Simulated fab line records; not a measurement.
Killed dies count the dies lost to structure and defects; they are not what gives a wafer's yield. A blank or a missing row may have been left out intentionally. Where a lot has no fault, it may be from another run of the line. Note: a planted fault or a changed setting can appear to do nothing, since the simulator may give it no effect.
Chamber matching / flow nand-harc / 4 sister chambers for NHARC_P_ZERO_WELL_DESCUM_13 on rie-diel-05
The step chemistry O2, time 3 s. 8 wafers are shown with their chamber, then 7 later ones without.

WAFERS PAIRED WITH THEIR CHAMBERS
wafer=L895.2; chamber=2; drypump-motor-current-A (A)=5.9; showerhead-plenum-p-Torr (Torr)=1.96
wafer=L902.3; chamber=2; drypump-motor-current-A (A)=5.9; showerhead-plenum-p-Torr (Torr)=1.95
wafer=L902.6; chamber=1; drypump-motor-current-A (A)=4.8; showerhead-plenum-p-Torr (Torr)=1.93
wafer=L904.1; chamber=3; drypump-motor-current-A (A)=5.8; showerhead-plenum-p-Torr (Torr)=1.98
wafer=L904.3; chamber=1; drypump-motor-current-A (A)=4.7; showerhead-plenum-p-Torr (Torr)=1.92
wafer=L904.4; chamber=0; drypump-motor-current-A (A)=4.7; showerhead-plenum-p-Torr (Torr)=2.07
wafer=L908.1; chamber=3; drypump-motor-current-A (A)=5.8; showerhead-plenum-p-Torr (Torr)=1.97
wafer=L908.2; chamber=0; drypump-motor-current-A (A)=4.7; showerhead-plenum-p-Torr (Torr)=2.06

WAFERS WITHOUT THEIR CHAMBER
wafer=L908.6; drypump-motor-current-A (A)=5.8; showerhead-plenum-p-Torr (Torr)=1.97
wafer=L913.2; drypump-motor-current-A (A)=4.6; showerhead-plenum-p-Torr (Torr)=2.06
wafer=L913.5; drypump-motor-current-A (A)=5.8; showerhead-plenum-p-Torr (Torr)=1.97
wafer=L913.6; drypump-motor-current-A (A)=4.7; showerhead-plenum-p-Torr (Torr)=2.06
wafer=L914.1; drypump-motor-current-A (A)=5.9; showerhead-plenum-p-Torr (Torr)=1.94
wafer=L914.3; drypump-motor-current-A (A)=4.7; showerhead-plenum-p-Torr (Torr)=1.92
wafer=L914.6; drypump-motor-current-A (A)=4.6; showerhead-plenum-p-Torr (Torr)=2.06

EACH ONE'S CHAMBER
wafer=L908.6; from the rows above=3; in truth=3
wafer=L913.2; from the rows above=0; in truth=0
wafer=L913.5; from the rows above=3; in truth=3
wafer=L913.6; from the rows above=0; in truth=0
wafer=L914.1; from the rows above=2; in truth=2
wafer=L914.3; from the rows above=1; in truth=1
wafer=L914.6; from the rows above=0; in truth=0
Correct placement for 7 of the 7. Can't be placed from these rows: 0. Placed wrongly: 0.
How it was worked out, from the rows above alone: a wafer's distance from a chamber is the root of the sum, over the readings, of the square of ((its reading less the chamber's mean) divided by the reading's scatter). If the next closest chamber is less than 2 further off than the closest, the wafer can't be placed; otherwise it belongs to the closest. For every chamber, the mean is computed from those of its wafers that are shown. How the scatter is found: for the shown wafers, subtract from each reading the mean of its chamber, square and add these, divide the total by (wafers less chambers), then take the root.
